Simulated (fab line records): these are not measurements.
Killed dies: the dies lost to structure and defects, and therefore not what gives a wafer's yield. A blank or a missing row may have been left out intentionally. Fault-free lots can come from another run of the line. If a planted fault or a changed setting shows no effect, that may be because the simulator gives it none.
Chamber matching + flow n5-finfet + N5_BEOL_M0_ETCH_128 on rie-diel-01: 4 sister chambers
The step etches SiCN in CF4/N2, target depth 12 nm, overetch 5.1 nm, time 21.4 s. 4 wafers are shown with their chamber, then 8 later ones without.

== WAFERS, EACH WITH ITS CHAMBER ==
| wafer  | chamber | showerhead-plenum-p-Torr (Torr) |
|--------|---------|---------------------------------|
| L081.2 | 1       | 2.17                            |
| L084.1 | 2       | 2.20                            |
| L087.5 | 3       | 2.24                            |
| L088.1 | 0       | 2.26                            |

== WAFERS WITH NO CHAMBER GIVEN ==
| wafer  | showerhead-plenum-p-Torr (Torr) |
|--------|---------------------------------|
| L088.3 | 2.16                            |
| L088.4 | 2.20                            |
| L093.1 | 2.24                            |
| L093.2 | 2.26                            |
| L093.4 | 2.19                            |
| L096.2 | 2.15                            |
| L096.4 | 2.19                            |
| L096.6 | 2.19                            |

== CHAMBER TAKEN BY EACH ==
| wafer  | from the rows above     | in truth |
|--------|-------------------------|----------|
| L088.3 | 1                       | 1        |
| L088.4 | 2                       | 2        |
| L093.1 | can't be placed: 3 or 0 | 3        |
| L093.2 | can't be placed: 0 or 3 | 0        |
| L093.4 | can't be placed: 2 or 1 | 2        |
| L096.2 | 1                       | 1        |
| L096.4 | can't be placed: 2 or 1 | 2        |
| L096.6 | can't be placed: 2 or 1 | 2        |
Correctly placed: 3 of 8. Not placeable from these rows: 5 (in 5, the candidates include the true chamber). Number placed wrongly: 0.
How it was worked out, from the rows above alone: a wafer's distance from a chamber is the root of the sum, over the readings, of the square of ((its reading less the chamber's mean) divided by the reading's scatter). If the next closest chamber is less than 2 further off than the closest, the wafer can't be placed; otherwise it belongs to the closest. The mean given for a chamber averages the wafers shown for that chamber. The scatter (one wafer shown for each chamber): square how far every hidden wafer sits from the nearest shown wafer, average those squares and take the square root.
